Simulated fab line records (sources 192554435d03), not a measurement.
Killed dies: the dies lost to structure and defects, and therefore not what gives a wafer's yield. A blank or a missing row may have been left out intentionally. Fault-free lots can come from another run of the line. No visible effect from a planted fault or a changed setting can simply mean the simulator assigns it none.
The tool behind it: which one? / flow n5_finfet / 69 wafers from 23 lots sampled at 2 of the route's 1938 steps

WHAT THE GAUGES READ, wafer by wafer
N5_FIN_SAQP_CD_MEAS_16 targets a cd of 35.6 nm. Usual: cd_nm 35.51 nm, standard deviation 0.29.
lot=L074; measured=day 1 23:28; on=cd_sem-03; cd_nm (nm)=35.71 35.86 35.17; flag=
lot=L075; measured=day 2 04:28; on=cd_sem-01; cd_nm (nm)=35.79 35.58 35.50; flag=
lot=L076; measured=day 2 10:18; on=cd_sem-01; cd_nm (nm)=35.79 35.36 35.50; flag=
lot=L077; measured=day 2 16:47; on=cd_sem-03; cd_nm (nm)=35.53 35.83 35.41; flag=
lot=L079; measured=day 3 04:36; on=cd_sem-03; cd_nm (nm)=35.93 35.29 35.60; flag=
lot=L080; measured=day 3 09:41; on=cd_sem-01; cd_nm (nm)=35.36 35.56 35.79; flag=
lot=L081; measured=day 3 16:32; on=cd_sem-02; cd_nm (nm)=35.29 35.24 34.99; flag=
lot=L082; measured=day 3 22:58; on=cd_sem-01; cd_nm (nm)=35.94 35.39 35.48; flag=
lot=L083; measured=day 4 04:08; on=cd_sem-01; cd_nm (nm)=35.63 35.29 35.02; flag=
lot=L084; measured=day 4 12:43; on=cd_sem-01; cd_nm (nm)=34.76 34.97 35.29; flag=
lot=L085; measured=day 4 16:16; on=cd_sem-03; cd_nm (nm)=35.23 35.56 36.11; flag=
lot=L086; measured=day 4 22:37; on=cd_sem-02; cd_nm (nm)=35.13 35.35 35.37; flag=
lot=L087; measured=day 5 04:10; on=cd_sem-01; cd_nm (nm)=35.65 36.01 35.95; flag=
lot=L088; measured=day 5 11:25; on=cd_sem-03; cd_nm (nm)=35.39 35.49 35.32; flag=
lot=L089; measured=day 5 17:44; on=cd_sem-01; cd_nm (nm)=35.49 35.30 35.32; flag=
lot=L090; measured=day 5 22:13; on=cd_sem-03; cd_nm (nm)=35.53 34.91 35.16; flag=
lot=L091; measured=day 6 03:39; on=cd_sem-03; cd_nm (nm)=35.27 35.60 35.79; flag=
lot=L092; measured=day 6 11:41; on=cd_sem-03; cd_nm (nm)=35.80 35.52 34.94; flag=
lot=L093; measured=day 6 15:41; on=cd_sem-01; cd_nm (nm)=35.25 35.09 35.72; flag=
lot=L094; measured=day 6 21:29; on=cd_sem-02; cd_nm (nm)=35.59 35.14 35.50; flag=
lot=L095; measured=day 7 04:35; on=cd_sem-01; cd_nm (nm)=35.26 35.05 35.13; flag=
lot=L096; measured=day 7 11:03; on=cd_sem-03; cd_nm (nm)=36.11 35.47 35.62; flag=
lot=L097; measured=day 7 16:10; on=cd_sem-01; cd_nm (nm)=35.80 35.75 36.06; flag=

WHAT TOOL EACH LOT RAN ON (gives the tool, then ch and the chambers of the sampled wafers, and finally the start)
lot=L074; N5_WELL_APT_EPI_41=epi_rpcvd-03 ch 0, day 1 18:04
lot=L075; N5_WELL_APT_EPI_41=epi_rpcvd-02 ch 0, day 1 22:22
lot=L076; N5_WELL_APT_EPI_41=epi_rpcvd-03 ch 0, day 2 04:23
lot=L077; N5_WELL_APT_EPI_41=epi_rpcvd-01 ch 0, day 2 09:55
lot=L079; N5_WELL_APT_EPI_41=epi_rpcvd-01 ch 0, day 2 22:42
lot=L080; N5_WELL_APT_EPI_41=epi_rpcvd-03 ch 0, day 3 04:25
lot=L081; N5_WELL_APT_EPI_41=epi_rpcvd-01 ch 0, day 3 10:10
lot=L082; N5_WELL_APT_EPI_41=epi_rpcvd-01 ch 0, day 3 17:05
lot=L083; N5_WELL_APT_EPI_41=epi_rpcvd-03 ch 0, day 3 22:34
lot=L084; N5_WELL_APT_EPI_41=epi_rpcvd-03 ch 0, day 4 04:30
lot=L085; N5_WELL_APT_EPI_41=epi_rpcvd-03 ch 0, day 4 10:29
lot=L086; N5_WELL_APT_EPI_41=epi_rpcvd-03 ch 0, day 4 16:19
lot=L087; N5_WELL_APT_EPI_41=epi_rpcvd-03 ch 0, day 4 22:45
lot=L088; N5_WELL_APT_EPI_41=epi_rpcvd-03 ch 0, day 5 05:16
lot=L089; N5_WELL_APT_EPI_41=epi_rpcvd-01 ch 0, day 5 11:23
lot=L090; N5_WELL_APT_EPI_41=epi_rpcvd-01 ch 0, day 5 17:07
lot=L091; N5_WELL_APT_EPI_41=epi_rpcvd-03 ch 0, day 5 22:20
lot=L092; N5_WELL_APT_EPI_41=epi_rpcvd-03 ch 0, day 6 05:59
lot=L093; N5_WELL_APT_EPI_41=epi_rpcvd-03 ch 0, day 6 10:20
lot=L094; N5_WELL_APT_EPI_41=epi_rpcvd-02 ch 0, day 6 16:22
lot=L095; N5_WELL_APT_EPI_41=epi_rpcvd-01 ch 0, day 6 22:43
lot=L096; N5_WELL_APT_EPI_41=epi_rpcvd-01 ch 0, day 7 04:43
lot=L097; N5_WELL_APT_EPI_41=epi_rpcvd-01 ch 0, day 7 10:43
- N5_WELL_APT_EPI_41: deposits Si from SiH4/H2, target thk 50 nm, time 297.7 s.

AS READ BY THE TOOLS THEMSELVES (means over the sampled wafers that have a number; for cases with no such wafer, the mark the record gives instead)
N5_WELL_APT_EPI_41. Usual: chamber_pressure_Torr 20.01 Torr, standard deviation 0.041; throttle_valve_pct 11.4 %, standard deviation 0.32.
lot=L074; tool=epi_rpcvd-03; chamber_pressure_Torr (Torr)=20.00; throttle_valve_pct (%)=11.5; flag=
lot=L075; tool=epi_rpcvd-02; chamber_pressure_Torr (Torr)=20.02; throttle_valve_pct (%)=12.1; flag=
lot=L076; tool=epi_rpcvd-03; chamber_pressure_Torr (Torr)=20.00; throttle_valve_pct (%)=11.4; flag=
lot=L077; tool=epi_rpcvd-01; chamber_pressure_Torr (Torr)=20.03; throttle_valve_pct (%)=11.1; flag=
lot=L079; tool=epi_rpcvd-01; chamber_pressure_Torr (Torr)=20.06; throttle_valve_pct (%)=11.2; flag=
lot=L080; tool=epi_rpcvd-03; chamber_pressure_Torr (Torr)=19.97; throttle_valve_pct (%)=11.4; flag=
lot=L081; tool=epi_rpcvd-01; chamber_pressure_Torr (Torr)=19.99; throttle_valve_pct (%)=11.0; flag=
lot=L082; tool=epi_rpcvd-01; chamber_pressure_Torr (Torr)=19.99; throttle_valve_pct (%)=11.1; flag=
lot=L083; tool=epi_rpcvd-03; chamber_pressure_Torr (Torr)=20.04; throttle_valve_pct (%)=11.5; flag=
lot=L084; tool=epi_rpcvd-03; chamber_pressure_Torr (Torr)=19.99; throttle_valve_pct (%)=11.4; flag=
lot=L085; tool=epi_rpcvd-03; chamber_pressure_Torr (Torr)=20.00; throttle_valve_pct (%)=11.3; flag=
lot=L086; tool=epi_rpcvd-03; chamber_pressure_Torr (Torr)=19.97; throttle_valve_pct (%)=11.4; flag=
lot=L087; tool=epi_rpcvd-03; chamber_pressure_Torr (Torr)=20.05; throttle_valve_pct (%)=11.5; flag=
lot=L088; tool=epi_rpcvd-03; chamber_pressure_Torr (Torr)=19.98; throttle_valve_pct (%)=11.4; flag=
lot=L089; tool=epi_rpcvd-01; chamber_pressure_Torr (Torr)=20.01; throttle_valve_pct (%)=11.1; flag=
lot=L090; tool=epi_rpcvd-01; chamber_pressure_Torr (Torr)=20.07; throttle_valve_pct (%)=11.1; flag=
lot=L091; tool=epi_rpcvd-03; chamber_pressure_Torr (Torr)=20.01; throttle_valve_pct (%)=11.5; flag=
lot=L092; tool=epi_rpcvd-03; chamber_pressure_Torr (Torr)=20.02; throttle_valve_pct (%)=11.3; flag=
lot=L093; tool=epi_rpcvd-03; chamber_pressure_Torr (Torr)=19.99; throttle_valve_pct (%)=11.3; flag=
lot=L094; tool=epi_rpcvd-02; chamber_pressure_Torr (Torr)=19.98; throttle_valve_pct (%)=12.2; flag=
lot=L095; tool=epi_rpcvd-01; chamber_pressure_Torr (Torr)=20.04; throttle_valve_pct (%)=11.1; flag=
lot=L096; tool=epi_rpcvd-01; chamber_pressure_Torr (Torr)=19.98; throttle_valve_pct (%)=11.3; flag=
lot=L097; tool=epi_rpcvd-01; chamber_pressure_Torr (Torr)=20.02; throttle_valve_pct (%)=11.2; flag=

THE ANSWER, worked out from the rows above alone
Rule: a lot counts as off when the mean over its wafers that have a number is more than 3 standard deviations away from the usual mean. Also off: a lot with no number at a reading for which 4 or more lots have one. Where the step has rows for the other lots, those lots are counted as sound. First the gauges in route order, then the tools' own readings, where a lot's mean is used as printed above. The first step at which some lot is off is used, and at that step the reading that is off furthest; a lot without a number counts as furthest.
No lot is off at any reading shown: from this, nothing can be told.

WHAT THE SIMULATOR HAD PUT IN
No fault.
